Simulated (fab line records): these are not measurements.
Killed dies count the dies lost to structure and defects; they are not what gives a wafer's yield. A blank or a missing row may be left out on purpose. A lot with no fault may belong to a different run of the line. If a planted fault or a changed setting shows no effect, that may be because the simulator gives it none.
8D (eight disciplines) problem report, filled in by code | flow nand_harc | the parts of the form that need people (team, actions taken, sign-off) are left out

## 1. PROBLEM STATEMENT
At NHARC_END_SORT_01, killed_at_array averages 673 over 3 wafers from 3 lots, while fault-free wafers read 27, standard deviation 10. That puts it +65 standard deviations away from the usual mean.
First observed at day 21 14:16: wafer L210.2, on prober-02. The record has a number at this step for 8 wafers belonging to 3 lots. By rule, "out" or "out of limits" means more than 4 standard deviations away from the usual mean. The rest of the wafers with a number are treated as sound.

## 2. WHAT IT IS, AND WHAT IT ISN'T
question                    | is                           | is not
which readings at this step | killed_at_array, killed_dies | killed_at_other, killed_at_periphery, killed_open, killed_short
which lots                  | L210, L216, L217             | -
which wafers of those lots  | L210.2, L216.3, L217.2       | L210.5, L216.4, L216.5, L217.1, L217.4
read on which gauges        | prober-01, prober-02         | -
when                        | from day 21 14:16            | up to then (0 sound wafers); but 5 sound wafers of L210, L216, L217 came after

## 3. WHAT RULES OUT EACH SUSPECT
Counting: if a tool at a process step up to the reading ran every lot that is out, it stays a suspect. Sound lots after the first of them don't rule it out here, since some wafers of a struck lot are sound.
- ruled out: the gauge at NHARC_END_SORT_01. The wafers that are out were read on 2 gauges (prober-01, prober-02).
- rie_diel-11 at NHARC_A_STAIRCASE_TRIM_22 (chemistry O2, time 211.2 s): kept. It ran every lot that is out, first L210 (day 12 22:53). NHARC_A_STAIRCASE_TRIM_22 gives no start for some lots, so the hours and the order of its lots are those of NHARC_A_STAIRCASE_ETCH_27.
- rie_diel-11 at NHARC_A_STAIRCASE_TRIM_24 (chemistry O2, time 211.2 s): kept. It ran every lot that is out, first L210 (day 12 22:53). NHARC_A_STAIRCASE_TRIM_24 gives no start for some lots, so the hours and the order of its lots are those of NHARC_A_STAIRCASE_ETCH_27.
- rie_diel-11 at NHARC_A_STAIRCASE_ETCH_25 (etches the open film in C4F8/O2, target depth 100 nm, time 40.5 s): kept. It ran every lot that is out, first L210 (day 12 22:53). NHARC_A_STAIRCASE_ETCH_25 gives no start for some lots, so the hours and the order of its lots are those of NHARC_A_STAIRCASE_ETCH_27.
- rie_diel-11 at NHARC_A_STAIRCASE_ETCH_27 (etches the open film in C4F8/O2, target depth 100 nm, time 40.5 s): kept. It ran every lot that is out, first L210 (day 12 22:53). On those wafers its own readings are out: run_length_s.
Left after counting: rie_diel-11 at NHARC_A_STAIRCASE_TRIM_22, rie_diel-11 at NHARC_A_STAIRCASE_TRIM_24, rie_diel-11 at NHARC_A_STAIRCASE_ETCH_25, rie_diel-11 at NHARC_A_STAIRCASE_ETCH_27.

## 4. THE CAUSE (what the simulator had put in)
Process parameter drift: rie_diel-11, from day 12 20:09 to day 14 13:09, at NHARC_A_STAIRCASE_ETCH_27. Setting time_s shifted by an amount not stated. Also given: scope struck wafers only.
After counting, 4 suspects remain, this tool included.

## 5. THE EFFECT CHAIN, in route order
Each row: a reading whose mean over the struck wafers that have a number lies more than 3 standard deviations from the usual. Readings are gone through only where the record gives a usual standard deviation; hours: the median, over the lots, of the time from a lot's start at the first step in this table giving one to that lot's start at this step; sigmas: the change measured in usual standard deviations.
hours | step                      | reading         | usual  | on struck wafers | change | sigmas
0     | NHARC_A_STAIRCASE_ETCH_27 | run_length_s    | 62.0 s | 75.5             | +13.5  | +27
189   | NHARC_END_SORT_01         | killed_at_array | 27     | 673              | +646   | +65
189   | NHARC_END_SORT_01         | killed_dies     | 30     | 677              | +647   | +65
Here are the process steps it includes:
- NHARC_A_STAIRCASE_ETCH_27: etches the open film in C4F8/O2, target depth 100 nm, time 40.5 s.

## 6. WHAT WOULD HAVE CAUGHT IT SOONER
The first out-of-limits reading at a measuring or inspecting step in this record came at day 21 14:16, 210 hours after the fault's start at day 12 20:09.
At NHARC_A_STAIRCASE_ETCH_27, the tool's own readings (run_length_s) were out on each struck wafer the step has a row for, so an alarm limit on them would have fired on the first such wafer.
All the lots that are out (3) had begun NHARC_A_STAIRCASE_ETCH_27 on rie_diel-11 by day 21 14:16. None of them would have been spared by holding the tool at that moment.
